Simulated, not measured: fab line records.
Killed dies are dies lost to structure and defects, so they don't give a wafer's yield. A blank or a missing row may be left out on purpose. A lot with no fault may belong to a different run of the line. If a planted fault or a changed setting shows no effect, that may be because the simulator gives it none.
Which tool is to blame? || flow nand harc || 18 wafers from 6 lots sampled at 5 of the route's 1302 steps

## WHAT THE GAUGES SHOWED, per wafer
NHARC_END_SORT_01.
{"lot": "L619", "measured": "day 30 11:59", "on": "prober-01", "killed at array": "673 675 674"}

## WHAT TOOL EACH LOT RAN ON (gives the tool, then ch and the chambers of the sampled wafers, and finally the start)
{"lot": "L610", "NHARC_A_CHANNEL_HOLE_D1_STRIP_27": "rie diel-04 ch 0,2,3, day 11 23:21 or earlier", "NHARC_A_CHANNEL_FILL_D1_ALD_16": "ald hk-01 ch 0,1,3, day 11 23:21", "NHARC_A_CHANNEL_FILL_D1_ETCHBACK_08": "rie diel-05 ch 0,1,3, day 13 06:22", "NHARC_A_DECK1_JOINT_ETCHBACK_07": "rie si-04 ch 0,1,2, day 13 14:17"}
{"lot": "L615", "NHARC_A_CHANNEL_HOLE_D1_STRIP_27": "rie diel-02 ch 0,1,3, day 14 01:34 or earlier", "NHARC_A_CHANNEL_FILL_D1_ALD_16": "ald hk-01 ch 0,1,3, day 14 01:34", "NHARC_A_CHANNEL_FILL_D1_ETCHBACK_08": "rie diel-05 ch 1,2,3, day 15 07:05", "NHARC_A_DECK1_JOINT_ETCHBACK_07": "rie si-06 ch 1,2,3, day 15 13:29"}
{"lot": "L619", "NHARC_A_CHANNEL_HOLE_D1_STRIP_27": "rie diel-12 ch 0,1,3, day 15 08:20 or earlier", "NHARC_A_CHANNEL_FILL_D1_ALD_16": "ald hk-01 ch 0,2, day 15 08:20", "NHARC_A_CHANNEL_FILL_D1_ETCHBACK_08": "rie diel-13 ch 0,3, day 16 14:12", "NHARC_A_DECK1_JOINT_ETCHBACK_07": "-"}
{"lot": "L622", "NHARC_A_CHANNEL_HOLE_D1_STRIP_27": "rie diel-02 ch 0,1,2, day 17 02:58 or earlier", "NHARC_A_CHANNEL_FILL_D1_ALD_16": "ald hk-04 ch 0,1,3, day 17 02:58", "NHARC_A_CHANNEL_FILL_D1_ETCHBACK_08": "rie diel-01 ch 0,1,2, day 18 08:20", "NHARC_A_DECK1_JOINT_ETCHBACK_07": "rie si-04 ch 0,3, day 18 14:32"}
{"lot": "L625", "NHARC_A_CHANNEL_HOLE_D1_STRIP_27": "rie diel-12 ch 0,2,3, day 17 20:35 or earlier", "NHARC_A_CHANNEL_FILL_D1_ALD_16": "ald hk-03 ch 0,3, day 17 20:35", "NHARC_A_CHANNEL_FILL_D1_ETCHBACK_08": "rie diel-05 ch 0,2, day 19 02:39", "NHARC_A_DECK1_JOINT_ETCHBACK_07": "rie si-04 ch 1,2,3, day 19 08:53"}
{"lot": "L626", "NHARC_A_CHANNEL_HOLE_D1_STRIP_27": "rie diel-02 ch 0,1,3, day 20 02:16 or earlier", "NHARC_A_CHANNEL_FILL_D1_ALD_16": "ald hk-01 ch 0,2,3, day 20 02:16", "NHARC_A_CHANNEL_FILL_D1_ETCHBACK_08": "rie diel-13 ch 0,2, day 21 09:28", "NHARC_A_DECK1_JOINT_ETCHBACK_07": "rie si-04 ch 1,3, day 21 15:44"}
- NHARC_A_CHANNEL_HOLE_D1_STRIP_27: strips in O2.
- NHARC_A_CHANNEL_FILL_D1_ALD_16: deposits SiO2, target thk 1.5 nm, pulse time 10 s, ald cycles 15.
- NHARC_A_CHANNEL_FILL_D1_ETCHBACK_08: etches the open film in C4F8, target depth 220 nm, time 110 s.
- NHARC_A_DECK1_JOINT_ETCHBACK_07: etches the open film in HBr, target depth 105 nm, time 26.9 s.

## THE ANSWER, worked out from the rows above alone
Rule: what is usual is taken from the lots themselves. The widest of any qualifying gaps counts: lots, ordered by their means at a reading, are off when they make up no more than a third of the lots, leave a main group of 4 or more, and stand apart from it by 3 or more times the standard deviation of that group's means. If all means in a main group match to the digits the tables above print for the reading, that group is not used. A lot without any number at a reading at which 4 lots or more have one is off too. Any other lot the step has rows for is counted as sound.
Nothing can be told from this: no lot is off at any reading shown.

## WHAT THE SIMULATOR HAD PUT IN
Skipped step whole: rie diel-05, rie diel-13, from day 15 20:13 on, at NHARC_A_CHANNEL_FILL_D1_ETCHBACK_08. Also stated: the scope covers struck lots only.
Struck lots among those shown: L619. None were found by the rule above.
